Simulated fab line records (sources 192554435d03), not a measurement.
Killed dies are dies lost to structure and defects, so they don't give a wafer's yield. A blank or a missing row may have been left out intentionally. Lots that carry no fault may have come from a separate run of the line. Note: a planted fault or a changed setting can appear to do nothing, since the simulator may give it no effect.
Which tool is to blame? | flow n5Finfet | 11 lots with 33 wafers sampled at 5 steps, on a route of 1938 steps

== WHAT THE GAUGES SHOWED, per wafer ==
N5_STI_FIN_REVEAL_THK_MEAS_05.
lot  | measured    | on           | thkNm (nm)
L564 | day 2 10:23 | filmMetro-01 | 131.4 130.9 131.3
L565 | day 2 18:25 | filmMetro-02 | 132.9 134.3 133.1
L571 | day 4 02:59 | filmMetro-02 | 131.0 131.7 130.3
L573 | day 4 14:43 | filmMetro-02 | 132.7 132.1 132.2
L574 | day 4 21:17 | filmMetro-02 | 131.8 132.6 131.9
L576 | day 5 10:36 | filmMetro-02 | 131.7 131.1 132.5
L583 | day 7 02:45 | filmMetro-02 | 133.1 132.8 133.0
L584 | day 7 11:06 | filmMetro-01 | 131.5 130.7 131.1
L585 | day 7 16:07 | filmMetro-01 | 130.5 131.1 131.5
L586 | day 7 21:41 | filmMetro-01 | 131.7 131.0 130.9
L587 | day 8 05:09 | filmMetro-01 | 132.6 132.0 132.1

N5_DUMMY_GATE_CD_MEAS_15: the cd target is 25.8 nm.
lot  | measured    | on       | cdNm (nm)
L564 | day 3 00:30 | cdSem-03 | 25.14 24.88 25.00
L565 | day 3 08:22 | cdSem-01 | 25.25 25.22 24.92
L571 | day 4 16:44 | cdSem-01 | 24.85 24.92 24.84
L573 | day 5 10:03 | cdSem-02 | 24.97 24.58 25.10
L574 | day 5 09:19 | cdSem-02 | 25.46 25.04 25.13
L576 | day 5 22:49 | cdSem-01 | 25.53 25.51 25.13
L583 | day 7 18:49 | cdSem-02 | 25.06 24.96 24.75
L584 | day 8 02:53 | cdSem-03 | 24.84 25.07 25.08
L585 | day 8 04:40 | cdSem-03 | 24.84 25.37 25.04
L586 | day 8 19:02 | cdSem-03 | 25.23 25.78 25.34
L587 | day 8 22:49 | cdSem-01 | 25.04 24.96 24.82

N5_DUMMY_GATE_OVL_MEAS_16.
lot  | measured    | on         | GATE_OVL (nm)
L564 | day 3 00:32 | overlay-02 | 0.2 0.5 1.0
L565 | day 3 08:25 | overlay-01 | 0.0 0.7 0.2
L571 | day 4 16:47 | overlay-01 | 1.8 0.8 1.0
L573 | day 5 10:05 | overlay-02 | 0.3 -0.6 0.7
L574 | day 5 09:22 | overlay-01 | 1.2 -0.1 0.6
L576 | day 5 22:52 | overlay-01 | 0.5 -0.5 0.0
L583 | day 7 18:52 | overlay-01 | 0.9 0.2 0.2
L584 | day 8 02:55 | overlay-01 | -0.4 -1.0 -1.0
L585 | day 8 04:43 | overlay-02 | 0.9 1.1 0.4
L586 | day 8 19:08 | overlay-01 | -0.4 -0.5 -0.2
L587 | day 8 22:52 | overlay-01 | 0.7 -0.7 0.8

N5_BEOL_M4_RC_MEAS_101.
lot  | measured     | on        | DIBL_N (mV/V)  | DIBL_P (mV/V)  | IOFF_N (nA/um)    | IOFF_P (nA/um)    | ION_N (uA/um) | ION_P (uA/um) | SS_N (mV/dec)  | SS_P (mV/dec)  | VT_N (mV)         | VT_P (mV)
L564 | day 7 23:53  | prober-01 | 39.0 39.4 40.5 | 37.2 37.7 39.9 | 0.176 0.183 0.224 | 0.213 0.222 0.259 | 686 683 697   | 469 461 477   | 73.3 72.5 72.8 | 74.2 74.1 74.2 | 247.0 247.6 244.5 | -251.2 -249.5 -250.8
L565 | day 8 04:26  | prober-02 | 37.2 34.8 37.4 | 35.9 33.7 36.4 | 0.159 0.124 0.168 | 0.181 0.161 0.194 | 682 668 674   | 449 458 452   | 73.0 71.3 72.1 | 73.1 73.1 72.9 | 252.0 255.4 250.2 | -252.2 -252.7 -252.2
L571 | day 10 04:04 | prober-02 | 34.7 35.6 34.9 | 34.7 35.9 33.9 | 0.143 0.165 0.144 | 0.182 0.202 0.171 | 666 678 665   | 459 465 448   | 71.5 71.1 71.5 | 73.3 73.2 73.7 | 252.5 249.2 253.0 | -252.7 -253.2 -252.8
L573 | day 10 08:23 | prober-01 | 36.6 34.4 35.7 | 37.4 34.8 36.3 | 0.160 0.126 0.145 | 0.202 0.170 0.192 | 674 655 671   | 459 453 467   | 71.5 71.5 71.7 | 73.1 73.1 73.1 | 249.2 253.9 250.2 | -249.9 -253.2 -250.3
L574 | day 10 04:52 | prober-01 | 36.8 35.9 35.2 | 36.3 35.2 33.9 | 0.158 0.145 0.131 | 0.227 0.204 0.184 | 679 673 670   | 472 462 461   | 71.4 71.0 71.1 | 73.0 72.7 71.6 | 249.1 250.0 249.8 | -249.7 -251.9 -251.0
L576 | day 10 14:14 | prober-01 | 35.9 35.8 35.6 | 38.8 39.1 38.8 | 0.157 0.153 0.147 | 0.192 0.191 0.182 | 673 665 672   | 458 458 452   | 71.7 71.6 71.8 | 73.6 73.8 73.1 | 249.1 251.6 252.3 | -254.4 -251.8 -254.5
L583 | day 12 18:36 | prober-01 | 35.8 38.0 36.2 | 35.5 37.1 35.9 | 0.135 0.161 0.139 | 0.225 0.260 0.243 | 662 656 655   | 466 461 458   | 70.9 72.7 71.7 | 73.0 73.9 73.3 | 253.4 249.9 252.5 | -250.0 -247.8 -245.9
L584 | day 13 07:52 | prober-01 | 37.1 37.6 37.2 | 35.6 37.3 37.7 | 0.163 0.188 0.193 | 0.198 0.241 0.248 | 661 676 687   | 449 463 469   | 71.9 71.9 71.4 | 73.7 74.4 73.6 | 250.8 244.2 246.1 | -252.9 -245.9 -245.7
L585 | day 12 23:37 | prober-02 | 38.7 37.7 38.3 | 40.7 40.3 41.4 | 0.203 0.184 0.213 | 0.250 0.238 0.267 | 671 675 679   | 462 457 461   | 73.0 72.1 72.4 | 74.1 74.4 73.9 | 248.8 249.9 248.1 | -248.9 -249.7 -247.8
L586 | day 13 22:59 | prober-01 | 34.7 35.0 35.2 | 34.7 35.3 36.0 | 0.130 0.134 0.145 | 0.191 0.199 0.215 | 662 679 672   | 459 466 464   | 71.6 70.6 71.2 | 72.5 72.7 72.4 | 253.3 251.0 250.8 | -251.2 -248.1 -249.1
L587 | day 13 17:35 | prober-01 | 36.1 37.4 37.3 | 37.4 38.9 38.9 | 0.157 0.189 0.187 | 0.192 0.220 0.211 | 677 685 669   | 453 465 455   | 71.5 71.6 71.8 | 73.3 74.2 73.7 | 247.4 245.6 248.7 | -252.0 -250.3 -251.6

== WHAT TOOL EACH LOT RAN ON (gives the tool, then ch and the chambers of the sampled wafers, and finally the start) ==
lot  | N5_DUMMY_GATE_COAT_09
L564 | lithoTrack-03 ch 0, day 3 00:07
L565 | lithoTrack-03 ch 0, day 3 08:07
L571 | lithoTrack-03 ch 0, day 4 16:29
L573 | lithoTrack-03 ch 0, day 5 09:40
L574 | lithoTrack-03 ch 0, day 5 09:04
L576 | lithoTrack-01 ch 0, day 5 22:26
L583 | lithoTrack-01 ch 0, day 7 18:25
L584 | lithoTrack-03 ch 0, day 8 02:37
L585 | lithoTrack-03 ch 0, day 8 04:16
L586 | lithoTrack-04 ch 0, day 8 18:40
L587 | lithoTrack-01 ch 0, day 8 22:34
- N5_DUMMY_GATE_COAT_09: resist thk 30 nm.

== AS READ BY THE TOOLS THEMSELVES (means over the sampled wafers that have a number; for cases with no such wafer, the mark the record gives instead) ==
N5_DUMMY_GATE_COAT_09.
lot  | tool          | spinSpeedRpm (rpm)
L564 | lithoTrack-03 | 1500.6
L565 | lithoTrack-03 | 1500.5
L571 | lithoTrack-03 | 1336.8
L573 | lithoTrack-03 | 1336.1
L574 | lithoTrack-03 | 1337.6
L576 | lithoTrack-01 | 1498.4
L583 | lithoTrack-01 | 1499.9
L584 | lithoTrack-03 | 1501.1
L585 | lithoTrack-03 | 1500.4
L586 | lithoTrack-04 | 1499.2
L587 | lithoTrack-01 | 1500.7

== THE ANSWER, worked out from the rows above alone ==
Rule: the usual values come from the lots themselves. Put in order of their means at a reading, lots are off if they are a third of the lots or fewer, leave a main group of 4 or more, and stand apart from it by a gap of 3 or more times the standard deviation of the main group's means; of several such gaps the widest counts. If all means in a main group match to the digits the tables above print for the reading, that group is not used. Also off: a lot with no number at a reading for which 4 or more lots have one. Where the step has rows for the other lots, those lots are counted as sound. After the gauges, taken in route order, come the tools' own readings; for these a lot's mean is taken, as printed above. The first step at which some lot is off is used, and at that step the reading that is off furthest; a lot without a number counts as furthest.
Off: L571, L573, L574, at N5_DUMMY_GATE_COAT_09 (spinSpeedRpm). Main group: mean 1500.1 rpm, sd 0.84.
If a tool, at that step or one of the process steps before it, ran each lot that is off and ran no sound lot following the first of them, it fits. Not one of the candidates tried fits.

== WHAT THE SIMULATOR HAD INSERTED ==
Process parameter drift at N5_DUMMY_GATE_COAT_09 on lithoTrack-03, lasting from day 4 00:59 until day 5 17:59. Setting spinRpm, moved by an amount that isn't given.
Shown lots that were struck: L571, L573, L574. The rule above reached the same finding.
